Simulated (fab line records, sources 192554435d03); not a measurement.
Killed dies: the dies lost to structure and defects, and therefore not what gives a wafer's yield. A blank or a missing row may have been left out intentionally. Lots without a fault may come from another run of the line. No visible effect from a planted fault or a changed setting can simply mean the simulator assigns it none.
Chamber matching | flow n5-finfet | 4 sister chambers for N5_GATE_CUT_HM_OPEN_40 on rie-diel-03
The step chemistry C4F6/O2, target SiO2, target depth 139 nm, time 85.1 s. 8 wafers are shown with their chamber, then 11 later ones without.

== WAFERS WITH THEIR CHAMBER ==
wafer  | chamber | showerhead-plenum-p-Torr (Torr) | drypump-motor-current-A (A)
L085.3 | 2       | 2.76                            | 5.8
L086.5 | 1       | 2.81                            | 5.1
L087.3 | 0       | 2.94                            | 5.4
L087.5 | 2       | 2.75                            | 5.9
L091.1 | 3       | 2.74                            | 5.2
L091.3 | 0       | 2.93                            | 5.4
L091.6 | 1       | 2.81                            | 5.1
L092.1 | 3       | 2.73                            | 5.2

== WAFERS WITH NO CHAMBER GIVEN ==
wafer  | showerhead-plenum-p-Torr (Torr) | drypump-motor-current-A (A)
L092.4 | 2.75                            | 5.8
L092.6 | 2.73                            | 5.2
L095.1 | 2.73                            | 5.2
L095.2 | 2.75                            | 5.9
L095.5 | 2.73                            | 5.2
L096.1 | 2.75                            | 5.8
L096.2 | 2.81                            | 5.1
L096.6 | 2.73                            | 5.2
L097.1 | 2.75                            | 5.9
L097.3 | 2.93                            | 5.4
L097.5 | 2.75                            | 5.8

== WHICH CHAMBER EACH WENT THROUGH ==
wafer  | from the rows above | in truth
L092.4 | 2                   | 2
L092.6 | 3                   | 3
L095.1 | 3                   | 3
L095.2 | 2                   | 2
L095.5 | 3                   | 3
L096.1 | 2                   | 2
L096.2 | 1                   | 1
L096.6 | 3                   | 3
L097.1 | 2                   | 2
L097.3 | 0                   | 0
L097.5 | 2                   | 2
Placed correctly: 11 of 11. Can't be placed from these rows: 0. Number placed wrongly: 0.
How it was worked out, from the rows above alone: a wafer's distance from a chamber is the root of the sum, over the readings, of the square of ((its reading less the chamber's mean) divided by the reading's scatter). If the next closest chamber is less than 2 further off than the closest, the wafer can't be placed; otherwise it belongs to the closest. A chamber's mean is the mean of its shown wafers. The scatter: take each reading less its chamber's mean, square it, sum over the shown wafers, divide by the number of wafers less the number of chambers, and take the root.
